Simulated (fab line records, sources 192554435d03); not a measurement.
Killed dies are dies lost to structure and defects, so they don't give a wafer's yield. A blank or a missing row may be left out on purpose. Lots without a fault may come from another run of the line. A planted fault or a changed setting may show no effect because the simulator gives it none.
A struck lot beside a sound one | flow n5_finfet | 16 steps out of a route of 1938
Sound: wafers L861.1, L861.4, L861.5. Struck: wafer L872.2. (L872.4, L872.5 of the same lot were not struck and are left out.) The cause comes at the end.
At each step with rows: each side's tool, then ch and its chambers, then its first start. Under that, the readings that differ: sound wafers | struck wafers | difference of the means | sigmas: that difference in standard deviations of wafers without a fault.
alike: readings whose means differ by less than 2 such deviations, and words and numbers that are the same on both sides. not compared: withheld readings, readings that some wafer has no value for, bounds like >300 that may hide the same value, and numbers for which the record gives no deviation and whose values overlap.
The two part at a step that has a row with sigmas, a row that says differs or no value, or rows on one side only. Numbers that don't overlap but have no deviation are shown without sigmas and don't part them. A reading that every wafer of one side lacks parts them only if that side has two wafers or more.

N5_BEOL_M2_DESCUM_16: chemistry O2, time 7 s.
  sound on rie_diel-04 ch 1,2, day 8 14:52; struck on rie_diel-03 ch 2, day 11 09:08
  alike: drypump_motor_current_A, oes_product_au, rf_vpp_V, showerhead_plenum_p_Torr, throttle_valve_pct
  not compared: rf_hours_counter_h
N5_BEOL_M2_ETCH_74: etches underlayer in N2/H2, target depth 6.5 nm, time 5.2 s.
  sound on rie_diel-04 ch 1,2, day 8 14:55; struck on rie_diel-03 ch 2, day 11 09:10
  reading               | sound          | struck | difference | sigmas
  etch_rf_on_time_s (s) | 5.39 5.40 5.11 | 5.05   | -0.25      | -2
  alike: bias_w, drypump_motor_current_A, oes_product_au, rf_vpp_V, showerhead_plenum_p_Torr, throttle_valve_pct
  not compared: rf_hours_counter_h
N5_BEOL_M2_ETCH_63: etches SiARC in CF4, target depth 15.6 nm, time 26 s.
  sound on rie_diel-04 ch 1,2, day 8 14:55; struck on rie_diel-03 ch 2, day 11 09:11
  reading    | sound             | struck | difference | sigmas
  bias_w (W) | 36.10 35.90 35.88 | 36.24  | +0.28      | +3
  alike: drypump_motor_current_A, etch_rf_on_time_s, oes_product_au, rf_vpp_V, showerhead_plenum_p_Torr, throttle_valve_pct
  not compared: rf_hours_counter_h
N5_BEOL_M2_ETCH_64: etches SOC in N2/H2, target depth 75 nm, overetch 22.5 nm, time 121.9 s.
  sound on rie_diel-04 ch 1,2, day 8 14:57; struck on rie_diel-03 ch 2, day 11 09:13
  alike: bias_w, drypump_motor_current_A, oes_product_au, rf_vpp_V, showerhead_plenum_p_Torr, throttle_valve_pct
  not compared: rf_hours_counter_h
then, 4 steps without rows for these wafers: N5_BEOL_M2_STRIP_65 (strips in N2/H2); N5_BEOL_M2_STRIP_75 (strips in N2/H2); N5_BEOL_M2_STRIP_66 (strips in CF4); N5_BEOL_M2_HM_OPEN_17 (chemistry Cl2/BCl3, target TiN, target depth 20 nm, overetch 6 nm).
N5_BEOL_M2_STRIP_19: strips in O2.
  sound on rie_diel-03 ch 0,2,3, day 8 15:14; struck on rie_diel-02 ch 0, day 11 09:30
  alike: drypump_motor_current_A, oes_product_au, rf_vpp_V, showerhead_plenum_p_Torr, throttle_valve_pct
  not compared: rf_hours_counter_h
N5_BEOL_M2_CD_MEAS_18: pitch 36 nm, target cd 18 nm.
  sound on cd_sem-03, day 8 15:19; struck on cd_sem-01, day 11 09:34
  alike: cd_nm
then, 2 steps without rows for these wafers: N5_BEOL_M2_COAT_67 (time 60 s, resist thk 60 nm); N5_BEOL_M2_COAT_68 (time 60 s, resist thk 12 nm).
N5_BEOL_M2_COAT_76: time 60 s, resist thk 5 nm.
  sound on litho_track-01 ch 0, day 8 15:21; struck on litho_track-01 ch 0, day 11 09:37
  reading          | sound             | struck | difference | sigmas
  run_length_s (s) | 65.99 65.98 66.00 | 75.49  | +9.50      | +48
then, 1 step without rows for these wafers: N5_BEOL_M2_COAT_22 (resist thk 30 nm).
N5_BEOL_M4_RC_MEAS_101:
  sound on prober-01 ch 0, day 9 18:10; struck on prober-02 ch 0, day 12 20:56
  alike: DIBL_N, DIBL_P, IOFF_N, IOFF_P, ION_N, ION_P, SS_N, SS_P, VT_N, VT_P
then, 1 step without rows for these wafers: N5_PASSIVATION_PROBE_49.

WHERE THEY PART
First at N5_BEOL_M2_ETCH_74; last, within this record, at N5_BEOL_M2_COAT_76. Later steps at which nothing parts them and some readings are alike: N5_BEOL_M4_RC_MEAS_101.

WHY: what the simulator had put in
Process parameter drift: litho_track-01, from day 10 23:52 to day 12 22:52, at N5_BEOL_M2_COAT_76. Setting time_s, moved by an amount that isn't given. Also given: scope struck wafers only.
